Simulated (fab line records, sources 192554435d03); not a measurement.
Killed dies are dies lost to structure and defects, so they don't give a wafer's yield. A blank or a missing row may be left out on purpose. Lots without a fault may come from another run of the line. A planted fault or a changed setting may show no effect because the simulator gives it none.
Which tool did it? | flow n5_finfet | 11 lots, 31 wafers sampled, at 5 steps of a route of 1938

WHAT THE GAUGES READ, wafer by wafer
N5_BEOL_M1_RS_MEAS_58: measures by four-point-probe.
lot  | measured     | on            | M1_RS (ohm/sq)
L585 | day 6 05:26  | film_metro-02 | 0.68 0.67 0.66
L590 | day 7 21:48  | film_metro-01 | 0.66 0.64 0.64
L592 | day 8 00:14  | film_metro-01 | 0.66 0.66 0.65
L591 | day 8 03:50  | film_metro-02 | 0.72 0.68 0.71
L594 | day 8 21:06  | film_metro-01 | 0.67 0.63
L595 | day 8 23:44  | film_metro-01 | 0.69 0.67
L596 | day 9 07:40  | film_metro-01 | 0.71 0.70 0.59
L601 | day 10 12:46 | film_metro-01 | 0.69 0.65 0.66
L604 | day 11 01:55 | film_metro-02 | 0.68 0.69 0.63
L605 | day 11 11:32 | film_metro-02 | 0.66 0.64 0.64
L606 | day 12 01:02 | film_metro-01 | 0.69 0.67 0.64

N5_BEOL_M4_RC_MEAS_101.
lot  | measured     | on        | DIBL_N (mV/V)  | DIBL_P (mV/V)  | IOFF_N (nA/um) | IOFF_P (nA/um) | ION_N (uA/um) | ION_P (uA/um) | SS_N (mV/dec)  | SS_P (mV/dec)  | VT_N (mV)   | VT_P (mV)
L585 | day 7 22:57  | prober-02 | 37.0 36.5 36.5 | 37.6 35.3 36.1 | 0.15 0.13 0.13 | 0.22 0.18 0.19 | 676 657 660   | 466 450 457   | 71.2 71.2 71.4 | 73.8 73.2 72.7 | 250 253 252 | -250 -253 -251
L590 | day 9 11:07  | prober-01 | 35.0 32.6 31.7 | 36.6 33.3 31.5 | 0.16 0.12 0.10 | 0.20 0.16 0.14 | 679 660 651   | 461 455 448   | 71.9 71.3 71.0 | 73.5 72.5 72.5 | 250 253 256 | -252 -255 -254
L592 | day 9 11:01  | prober-02 | 35.9 33.1 36.3 | 36.7 32.7 36.9 | 0.16 0.11 0.17 | 0.22 0.16 0.22 | 684 657 678   | 462 456 460   | 70.7 70.2 71.2 | 73.4 71.7 73.2 | 248 252 247 | -252 -254 -248
L591 | day 9 12:15  | prober-02 | 35.1 37.4 38.2 | 36.0 37.4 37.8 | 0.15 0.18 0.18 | 0.20 0.23 0.24 | 675 683 668   | 460 466 467   | 71.0 71.9 73.1 | 73.3 74.1 73.8 | 249 248 248 | -250 -251 -249
L594 | day 10 04:37 | prober-02 | 37.3 34.5      | 35.6 33.5      | 0.15 0.11      | 0.20 0.18      | 661 659       | 455 462       | 72.2 70.8      | 73.8 72.1      | 252 256     | -250 -251
L595 | day 10 09:46 | prober-01 | 35.1 36.9      | 35.3 37.2      | 0.13 0.16      | 0.17 0.20      | 665 675       | 456 459       | 70.7 72.0      | 72.8 73.7      | 253 251     | -254 -251
L596 | day 11 04:35 | prober-02 | 37.5 36.8 39.8 | 36.0 35.3 39.6 | 0.17 0.16 0.23 | 0.22 0.21 0.31 | 689 670 699   | 475 464 482   | 71.7 71.8 72.4 | 72.8 72.9 73.8 | 248 248 243 | -247 -246 -241
L601 | day 12 00:19 | prober-01 | 35.3 35.6 34.8 | 36.0 35.1 35.6 | 0.14 0.14 0.13 | 0.21 0.19 0.20 | 675 669 666   | 473 460 461   | 70.9 70.4 71.4 | 73.6 73.2 72.9 | 251 252 254 | -248 -250 -251
L604 | day 12 12:03 | prober-01 | 36.3 33.1 34.3 | 34.0 30.0 32.4 | 0.16 0.10 0.12 | 0.20 0.14 0.17 | 682 656 669   | 465 453 461   | 71.4 71.2 70.8 | 73.8 72.4 72.6 | 250 254 252 | -250 -253 -255
L605 | day 13 07:49 | prober-01 | 37.3 35.4 35.8 | 37.4 36.2 35.8 | 0.19 0.16 0.17 | 0.26 0.23 0.23 | 682 676 688   | 470 472 471   | 71.5 70.8 70.9 | 73.0 73.6 72.9 | 244 247 247 | -246 -248 -248
L606 | day 13 22:16 | prober-02 | 36.2 37.0 35.5 | 39.0 39.4 37.0 | 0.16 0.16 0.14 | 0.23 0.22 0.19 | 667 662 672   | 459 451 461   | 71.7 71.6 71.8 | 73.3 73.5 73.1 | 252 249 252 | -248 -250 -250

WHICH TOOL RAN EACH LOT (tool, then ch and the chambers of the sampled wafers, then the start)
lot  | N5_BEOL_M1_ANNEAL_93         | N5_BEOL_M2_HM_DEP_02         | N5_BEOL_M2_COAT_61
L585 | pvd_sputter-03, day 6 03:59  | pvd_sputter-01, day 6 06:14  | litho_track-01 ch 0, day 6 06:22
L590 | pvd_sputter-01, day 7 20:22  | pvd_sputter-01, day 7 23:40  | litho_track-05 ch 0, day 7 23:47
L592 | pvd_sputter-01, day 7 22:50  | pvd_sputter-02, day 8 04:32  | litho_track-05 ch 0, day 8 04:40
L591 | pvd_sputter-01, day 8 02:25  | pvd_sputter-03, day 8 04:55  | litho_track-03 ch 0, day 8 05:03
L594 | pvd_sputter-02, day 8 19:39  | pvd_sputter-02, day 8 23:04  | litho_track-05 ch 0, day 8 23:11
L595 | pvd_sputter-02, day 8 22:19  | pvd_sputter-03, day 9 00:05  | litho_track-05 ch 0, day 9 00:12
L596 | pvd_sputter-01, day 9 06:14  | pvd_sputter-02, day 9 07:56  | litho_track-01 ch 0, day 9 08:04
L601 | pvd_sputter-03, day 10 11:11 | pvd_sputter-02, day 10 13:11 | litho_track-03 ch 0, day 10 13:19
L604 | pvd_sputter-01, day 11 00:22 | pvd_sputter-01, day 11 03:49 | litho_track-01 ch 0, day 11 03:56
L605 | pvd_sputter-02, day 11 09:58 | pvd_sputter-01, day 11 12:11 | litho_track-03 ch 0, day 11 12:19
L606 | pvd_sputter-01, day 11 23:35 | pvd_sputter-02, day 12 01:44 | litho_track-01 ch 0, day 12 01:52
- N5_BEOL_M1_ANNEAL_93: time 240 s.
- N5_BEOL_M2_HM_DEP_02: deposits TiN, target thk 20 nm.
- N5_BEOL_M2_COAT_61: time 60 s, resist thk 60 nm.

WHAT THE TOOLS THEMSELVES READ (means of the sampled wafers that have a number; where no wafer has one, the mark that the record gives instead)
N5_BEOL_M1_ANNEAL_93.
lot  | tool           | heater_power_w (W)
L585 | pvd_sputter-03 | 873
L590 | pvd_sputter-01 | 826
L592 | pvd_sputter-01 | 852
L591 | pvd_sputter-01 | 861
L594 | pvd_sputter-02 | 915
L595 | pvd_sputter-02 | 860
L596 | pvd_sputter-01 | 825
L601 | pvd_sputter-03 | 892
L604 | pvd_sputter-01 | 818
L605 | pvd_sputter-02 | 877
L606 | pvd_sputter-01 | 819

N5_BEOL_M2_HM_DEP_02.
lot  | tool           | throttle_valve_pct (%)
L585 | pvd_sputter-01 | 31.1
L590 | pvd_sputter-01 | 31.1
L592 | pvd_sputter-02 | 30.7
L591 | pvd_sputter-03 | 29.4
L594 | pvd_sputter-02 | 30.1
L595 | pvd_sputter-03 | 29.8
L596 | pvd_sputter-02 | 30.1
L601 | pvd_sputter-02 | 30.5
L604 | pvd_sputter-01 | 31.0
L605 | pvd_sputter-01 | 31.4
L606 | pvd_sputter-02 | 30.0

N5_BEOL_M2_COAT_61.
lot  | tool           | chill_plate_temp_C (C) | exhaust_pa (Pa) | run_length_s (s)
L585 | litho_track-01 | 23.01                  | 46.1            | 65.85
L590 | litho_track-05 | 22.78                  | 45.0            | 66.52
L592 | litho_track-05 | 22.91                  | 45.2            | 66.36
L591 | litho_track-03 | 23.00                  | 44.8            | 66.39
L594 | litho_track-05 | 23.14                  | 44.5            | 68.31
L595 | litho_track-05 | 22.94                  | 44.6            | 68.42
L596 | litho_track-01 | 23.04                  | 43.4            | 65.92
L601 | litho_track-03 | 22.93                  | 44.5            | 66.46
L604 | litho_track-01 | 22.91                  | 45.4            | 65.91
L605 | litho_track-03 | 22.87                  | 46.1            | 66.30
L606 | litho_track-01 | 23.05                  | 45.0            | 65.90

THE ANSWER, worked out from the rows above alone
Rule: what is usual is taken from the lots themselves. Put in order of their means at a reading, lots are off if they are a third of the lots or fewer, leave a main group of 4 or more, and stand apart from it by a gap of 3 or more times the standard deviation of the main group's means; of several such gaps the widest counts. A main group whose means are all the same, to the digits that the tables above print for the reading, isn't used. A lot without any number at a reading at which 4 lots or more have one is off too. The other lots that the step has rows for count as sound. The gauges are gone through in route order, then the tools' own readings, and for those a lot's mean is taken as printed above. The first step at which some lot is off is used, and at that step the reading that is off furthest; a lot without a number counts as furthest.
Off: L594, L595, at N5_BEOL_M2_COAT_61 (run_length_s). The main group: mean 66.18 s, standard deviation 0.26.
A tool fits if, at that step or a process step before it, it ran every lot that is off, and no sound lot after the first of them. One fits: litho_track-05 at N5_BEOL_M2_COAT_61. Its last sound lot is L592 (day 8 04:40), its first lot that is off L594 (day 8 23:11): a fault that began between those two fits.
The tool's own readings at N5_BEOL_M2_COAT_61 bear it out: on the lots that are off they differ by more than 5 times the standard deviation of the sound lots' means. run_length_s reads 68.37 s there against 66.18 s on the sound lots.

WHAT THE SIMULATOR HAD PUT IN
Process parameter drift: litho_track-05, from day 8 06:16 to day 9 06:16, at N5_BEOL_M2_COAT_61. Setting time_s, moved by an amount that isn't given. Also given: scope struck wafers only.
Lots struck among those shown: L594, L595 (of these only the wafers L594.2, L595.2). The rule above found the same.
